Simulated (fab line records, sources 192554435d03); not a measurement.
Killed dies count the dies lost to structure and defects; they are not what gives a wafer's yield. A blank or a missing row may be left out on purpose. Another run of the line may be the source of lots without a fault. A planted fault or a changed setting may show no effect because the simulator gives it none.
fab line records	flow n5_finfet	part 2 of 2: steps 5 to 6 of 6
[record] lots = 21	wafers = 63	last_day = 17
route steps=1938 shown BEOL_M13@1711 BEOL_M14@1729 BEOL_M15@1787
lots that met no fault: from a run of the same line without faults
start_h: hours from the record's opening day to when the first of the lot's shown wafers began	wait_h: how many hours have passed since the lot's step before this one	" repeats the value in the row above	L1.1+2: a row that stands for several wafers	- value missing, or start not given	* or withheld: withheld	< > ~ a bound
route shown NAME@n: a module of which the file shows steps, and the number in the route of the first	usual: mean and standard deviation over wafers with no fault	same: alike in all rows	chamber/n: place in a boat	sites: each site's reading	_std_site: the standard deviation of these	_edge_site: inner sites' mean taken away from outer sites' mean	radius_mm: for every site, how far away it sits from the centre of the wafer	mask NAME#n: copy n	behind: tool/chamber where the wafer was last shaped	hold: reason for holding the lot/hours on hold/outcome of the hold	device: the n, p or np transistor that did not switch	end of line: at the end of the route, the tests of the same wafers	a step given without rows: its recipe and nothing more	killed: not the wafer's yield, but the dies lost to structure and defects at the first sort	map: shows each die of a wafer: x if killed, . if not, _ if none is there
set.NAME: the run value of the setting; set.NAME@STEP: its run value at that earlier step	model.NAME: the simulator's own value behind a step, which no gauge read
route steps across a sampled set of lots; one table per step, one row per wafer
services: when a tool's chamber went out of use (start_h, in hours from the record's first day, below 0 if earlier), for how many hours, and the reason
[[steps]]
[step N5_BEOL_M14_ETCH_67]
[recipe] chemistry = CF4	target = SiARC	target_depth_a = 1430	time_s = 238.3	ion_energy_ev = 80	pressure_mtorr = 40	source_w = 545	bias_w = 36	Ar_flow_sccm = 100	cf4_flow_sccm = 100	ends = cleared
[usual] drypump_motor_current_A = 5.3/0.53	etch_rf_on_time_s = 241/6.2	oes_product_au = 0.70/0.075	rf_vpp_V = 183.8/1.1	showerhead_plenum_p_Torr = 2.12/0.07	throttle_valve_pct = 15.46/0.25
lot.wafer	tool	chamber	start_h	wait_h	drypump_motor_current_A	etch_rf_on_time_s	oes_product_au	rf_hours_counter_h	rf_vpp_V	showerhead_plenum_p_Torr	throttle_valve_pct
L074.3	rie_diel-04	2	231.52	0.0	5.3	239	0.59	215	183.1	2.04	15.47
L074.4	"	1	"	"	5.3	244	0.76	23	185.7	2.25	15.25
L074.5	"	2	"	"	5.3	240	0.59	-	181.7	2.04	15.47
L077.1	rie_diel-04	1	247.65	0.0	5.3	246	0.74	27	186.4	2.25	15.24
L077.2	"	2	"	"	5.3	238	0.59	221	181.8	2.04	15.47
L077.5	"	3	"	"	4.8	254	0.57	-	183.5	2.22	16.03
L078.1	rie_diel-05	2	259.42	0.0	5.2	237	0.68	94	184.3	2.16	15.28
L078.2	"	3	"	"	4.9	237	0.61	215	181.6	2.03	15.72
L078.6	"	3	"	"	4.9	236	0.61	-	182.0	2.03	15.73
L076.2	rie_diel-05	3	260.04	0.0	4.8	233	0.61	215	182.2	2.03	15.73
L076.5	"	3	"	"	4.9	231	0.62	-	182.0	2.03	15.73
L076.6	"	2	"	"	5.2	235	0.69	-	183.9	2.16	15.27
L080.1	rie_diel-05	0	265.50	0.0	6.0	241	0.74	42	183.1	2.08	15.19
L080.3	"	2	"	"	5.2	238	0.68	98	184.0	2.16	15.28
L080.5	"	0	"	"	6.0	240	0.74	-	183.1	2.08	15.17
L079.1	rie_diel-01	2	272.36	0.0	6.3	251	0.75	16	184.9	2.08	15.31
L079.4	"	1	"	"	4.7	240	0.60	234	184.5	2.20	15.82
L079.5	"	0	"	"	4.9	241	0.73	-	182.9	2.11	15.53
L082.1	rie_diel-01	0	287.98	0.0	4.9	241	0.73	52	182.9	2.11	15.53
L082.2	"	2	"	"	6.3	249	0.75	22	185.0	2.08	15.33
L082.6	"	2	"	"	6.3	248	0.75	-	184.2	2.08	15.33
L081.2	rie_diel-04	2	289.30	0.0	5.3	242	0.58	237	183.6	2.03	15.52
L081.4	"	3	"	"	4.9	251	0.56	245	185.1	2.21	16.07
L081.6	"	2	"	"	5.3	243	0.58	-	183.2	2.03	15.53
L083.3	rie_diel-04	2	295.81	0.0	5.3	238	0.58	240	182.9	2.03	15.52
L083.5	"	2	"	"	5.3	238	0.58	-	182.8	2.03	15.52
L083.6	"	1	"	"	5.4	244	0.73	-	186.0	2.24	15.28
L084.2	rie_diel-04	1	296.39	0.0	5.3	245	0.72	46	184.7	2.24	15.29
L084.3	"	3	"	"	4.8	248	0.56	249	185.6	2.21	16.09
L084.6	"	1	"	"	5.4	244	0.73	-	185.7	2.24	15.28
L086.1	rie_diel-01	1	303.01	0.0	4.7	242	0.60	246	184.3	2.19	15.84
L086.2	"	2	"	"	6.3	250	0.75	28	184.2	2.08	15.34
L086.5	"	0	"	"	4.9	244	0.72	-	184.7	2.11	15.55
L085.1	rie_diel-05	3	306.13	0.0	4.8	232	0.60	230	182.9	2.02	15.75
L085.3	"	0	"	"	5.9	238	0.73	54	183.1	2.08	15.20
L085.6	"	1	"	"	6.4	254	0.60	-	182.6	2.05	15.77
L089.2	rie_diel-01	2	318.67	0.0	6.3	247	0.73	35	184.0	2.08	15.35
L089.5	"	0	"	"	4.9	242	0.71	-	183.9	2.10	15.56
L089.6	"	2	"	"	6.3	249	0.72	-	184.2	2.08	15.35
L088.1	rie_diel-01	0	330.98	0.0	4.9	240	0.72	68	183.4	2.10	15.59
L088.3	"	2	"	"	6.3	254	0.71	39	183.9	2.07	15.35
L088.6	"	3	"	"	4.8	239	0.73	-	183.1	2.08	15.13
L091.4	rie_diel-04	3	338.70	0.1	4.8	238	0.80	-	183.7	2.21	15.58
L091.5	"	1	"	"	5.3	246	0.70	-	185.0	2.24	15.32
L091.6	"	0	"	"	5.5	237	0.74	-	182.1	2.10	15.71
L090.2	rie_diel-01	3	341.50	0.0	4.8	235	0.74	50	182.7	2.08	15.16
L090.5	"	3	"	"	4.8	234	0.74	-	183.9	2.08	15.16
L090.6	"	2	"	"	6.3	251	0.72	-	184.6	2.07	15.38
L094.1	rie_diel-01	2	359.48	0.0	6.3	249	0.72	50	183.2	2.07	15.39
L094.3	"	0	"	"	4.9	242	0.70	79	182.6	2.10	15.61
L094.5	"	3	"	"	4.9	238	0.72	-	183.1	2.08	15.16
L093.3	rie_diel-04	3	361.88	0.0	4.9	235	0.79	17	184.6	2.21	15.59
L093.5	"	0	"	"	5.5	234	0.74	-	184.6	2.09	15.73
L093.6	"	3	"	"	4.9	235	0.78	-	184.8	2.21	15.60
L095.3	rie_diel-05	0	374.48	0.0	5.9	236	0.70	82	182.6	2.07	15.27
L095.4	"	2	"	"	5.2	236	0.66	-	184.3	2.15	15.34
L095.5	"	1	"	"	6.4	256	0.58	-	183.2	2.05	15.82
L096.3	rie_diel-05	1	379.89	0.0	6.4	254	0.59	233	181.9	2.04	15.81
L096.5	"	0	"	"	6.0	239	0.69	-	185.4	2.07	15.25
L096.6	"	1	"	"	6.4	257	0.58	-	184.0	2.04	15.82
L097.1	rie_diel-01	2	383.14	0.0	6.3	249	0.71	58	182.1	2.07	15.40
L097.2	"	1	"	"	4.7	235	0.81	16	184.2	2.18	15.36
L097.6	"	2	"	"	6.3	250	0.69	-	183.6	2.07	15.40
[step N5_BEOL_M15_ETCH_59]
[recipe] chemistry = N2/H2	target = BARC	target_depth_a = 890	overetch_a = 267	time_s = 67.9	ion_energy_ev = 200	pressure_mtorr = 30	source_w = 840	bias_w = 150	n2_flow_sccm = 200	h2_flow_sccm = 200
[usual] drypump_motor_current_A = 5.93/0.26	h2_flow_sccm = 199.9/0.58	oes_product_au = 0.67/0.071	rf_vpp_V = 523.7/2	showerhead_plenum_p_Torr = 2.53/0.074	throttle_valve_pct = 17.78/0.25
[same] time_s = 67.9
lot.wafer	tool	chamber	start_h	wait_h	drypump_motor_current_A	h2_flow_sccm	oes_product_au	rf_hours_counter_h	rf_vpp_V	showerhead_plenum_p_Torr	throttle_valve_pct
L074.3	rie_diel-02	3	236.49	0.0	6.15	199.0	0.75	27	523.4	2.51	17.81
L074.4	"	1	"	"	6.00	199.2	0.69	80	528.0	2.67	17.51
L074.5	"	3	"	"	6.16	199.8	0.74	-	521.9	2.51	17.81
L077.1	rie_diel-06	0	251.29	0.0	5.78	201.0	0.61	195	525.4	2.67	18.14
L077.2	"	3	"	"	5.80	200.0	0.60	236	521.1	2.50	18.15
L077.5	"	3	"	"	5.81	199.7	0.60	-	524.3	2.50	18.16
L078.1	rie_diel-03	1	263.82	0.0	5.51	200.0	0.59	231	524.0	2.51	18.23
L078.2	"	2	"	"	6.03	200.4	0.66	111	524.2	2.57	18.00
L078.6	"	2	"	"	6.05	200.3	0.66	-	524.6	2.57	18.00
L076.2	rie_diel-06	2	264.20	0.0	6.06	200.6	0.59	222	523.8	2.48	17.65
L076.5	"	0	"	"	5.76	199.6	0.61	-	526.1	2.66	18.16
L076.6	"	1	"	"	6.48	200.7	0.71	-	525.6	2.55	17.46
L080.1	rie_diel-02	2	269.45	0.0	5.95	199.3	0.62	195	523.7	2.53	17.78
L080.3	"	3	"	"	6.11	200.8	0.72	38	521.9	2.51	17.83
L080.5	"	3	"	"	6.14	200.3	0.72	-	522.8	2.50	17.83
L079.1	rie_diel-03	0	276.53	0.0	5.71	200.4	0.63	191	520.1	2.41	17.88
L079.4	"	0	"	"	5.73	199.9	0.63	-	521.5	2.41	17.88
L079.5	"	2	"	"	6.07	198.9	0.65	-	523.6	2.57	18.01
L082.1	rie_diel-06	2	295.44	0.0	6.04	200.4	0.58	231	521.1	2.47	17.66
L082.2	"	3	"	"	5.79	199.4	0.59	248	523.5	2.50	18.17
L082.6	"	2	"	"	6.03	200.4	0.58	-	522.4	2.47	17.66
L081.2	rie_diel-03	1	295.80	0.0	5.43	199.3	0.58	242	522.2	2.50	18.23
L081.4	"	0	"	"	5.77	199.8	0.63	197	519.8	2.41	17.89
L081.6	"	3	"	"	5.85	200.2	0.82	-	526.4	2.61	17.36
L083.3	rie_diel-02	2	301.16	0.0	5.98	199.1	0.62	205	522.8	2.52	17.79
L083.5	"	3	"	"	6.17	199.6	0.71	-	521.2	2.50	17.85
L083.6	"	2	"	"	5.97	199.6	0.61	-	523.1	2.52	17.79
L084.2	rie_diel-06	1	302.12	0.0	6.47	199.9	0.70	90	525.2	2.54	17.48
L084.3	"	2	"	"	6.02	199.8	0.59	233	521.9	2.47	17.68
L084.6	"	2	"	"	6.02	199.8	0.58	-	522.5	2.47	17.69
L086.1	rie_diel-02	2	306.58	0.0	5.95	200.0	0.62	207	523.0	2.52	17.80
L086.2	"	1	"	"	5.97	200.4	0.67	103	526.3	2.66	17.58
L086.5	"	2	"	"	5.95	200.0	0.61	-	525.0	2.52	17.80
L085.1	rie_diel-02	0	309.05	0.0	5.46	201.1	0.73	58	523.3	2.46	17.66
L085.3	"	2	"	"	5.96	200.5	0.61	208	524.3	2.52	17.79
L085.6	"	1	"	"	6.01	199.6	0.66	-	528.0	2.66	17.58
L089.2	rie_diel-03	0	324.24	0.0	5.75	199.1	0.63	205	522.0	2.41	17.90
L089.5	"	0	"	"	5.72	199.4	0.63	-	521.2	2.41	17.90
L089.6	"	1	"	"	5.48	200.8	0.59	-	522.4	2.50	18.25
L088.1	rie_diel-02	1	335.05	0.0	6.01	199.6	0.66	112	527.5	2.66	17.58
L088.3	"	2	"	"	5.93	200.1	0.60	216	523.2	2.52	17.81
L088.6	"	1	"	"	5.96	199.9	0.66	-	525.8	2.66	17.59
L091.4	rie_diel-06	3	342.11	0.0	5.80	199.7	0.82	5	523.3	2.50	17.77
L091.5	"	3	"	"	5.81	199.4	0.83	-	523.5	2.50	17.79
L091.6	"	2	"	"	6.06	201.7	0.58	-	522.8	2.47	17.70
L090.2	rie_diel-03	0	346.16	0.0	5.71	199.6	0.62	214	519.1	2.40	17.93
L090.5	"	0	"	"	5.71	199.8	0.62	-	521.5	2.40	17.92
L090.6	"	3	"	"	5.83	200.2	0.78	-	524.2	2.60	17.39
L094.1	rie_diel-02	1	364.87	0.0	5.98	200.2	0.66	120	528.3	2.65	17.61
L094.3	"	3	"	"	6.17	198.6	0.70	67	520.8	2.49	17.87
L094.5	"	2	"	"	5.97	200.5	0.60	-	521.5	2.52	17.82
L093.3	rie_diel-02	3	365.76	0.0	6.13	200.0	0.69	67	523.3	2.49	17.86
L093.5	"	0	"	"	5.52	200.2	0.70	-	522.1	2.46	17.68
L093.6	"	3	"	"	6.14	200.7	0.69	-	523.1	2.49	17.88
L095.3	rie_diel-06	2	379.42	0.0	6.04	199.9	0.84	3	521.7	2.46	17.23
L095.4	"	0	"	"	5.80	199.7	0.58	235	526.0	2.65	18.21
L095.5	"	2	"	"	6.06	200.4	0.84	-	521.9	2.46	17.22
L096.3	rie_diel-02	3	383.95	0.0	6.14	200.5	0.68	75	520.4	2.49	17.88
L096.5	"	3	"	"	6.17	201.0	0.69	-	522.3	2.49	17.89
L096.6	"	2	"	"	5.99	200.0	0.59	-	524.2	2.51	17.84
L097.1	rie_diel-06	3	387.23	0.0	5.76	200.4	0.79	20	522.4	2.49	17.81
L097.2	"	1	"	"	6.51	198.9	0.67	120	524.6	2.53	17.51
L097.6	"	2	"	"	6.03	199.7	0.83	-	522.9	2.46	17.22
[[services]]
tool	chamber	start_h	hours	kind
rie_diel-03	-	220.73	0.9	repair
rie_diel-02	3	229.20	1.3	repair
rie_diel-03	0	237.94	16.9	repair
rie_diel-04	-	240.99	2.6	repair
rie_diel-05	1	254.24	8.0	repair
rie_diel-01	0	269.87	1.4	repair
rie_diel-05	-	282.41	10.9	repair
rie_diel-04	3	299.41	-	clean
rie_diel-04	3	299.41	-	consumable_replace:focus_ring
rie_diel-04	3	299.41	19.9	scheduled_down
rie_diel-04	3	299.41	19.9	vent_cycle
rie_diel-05	2	299.44	23.6	repair
rie_diel-05	1	319.97	6.9	repair
rie_diel-04	2	320.59	4.6	repair
rie_diel-02	2	343.65	3.2	repair
rie_diel-01	1	350.04	2.2	repair
rie_diel-05	3	359.09	-	clean
rie_diel-05	3	359.09	-	consumable_replace:focus_ring
rie_diel-05	3	359.09	-	consumable_replace:showerhead
rie_diel-05	3	359.09	24.8	scheduled_down
rie_diel-05	3	359.09	24.8	vent_cycle
rie_diel-03	1	367.60	2.7	repair
rie_diel-01	3	370.96	4.0	repair
rie_diel-02	0	372.38	12.3	repair
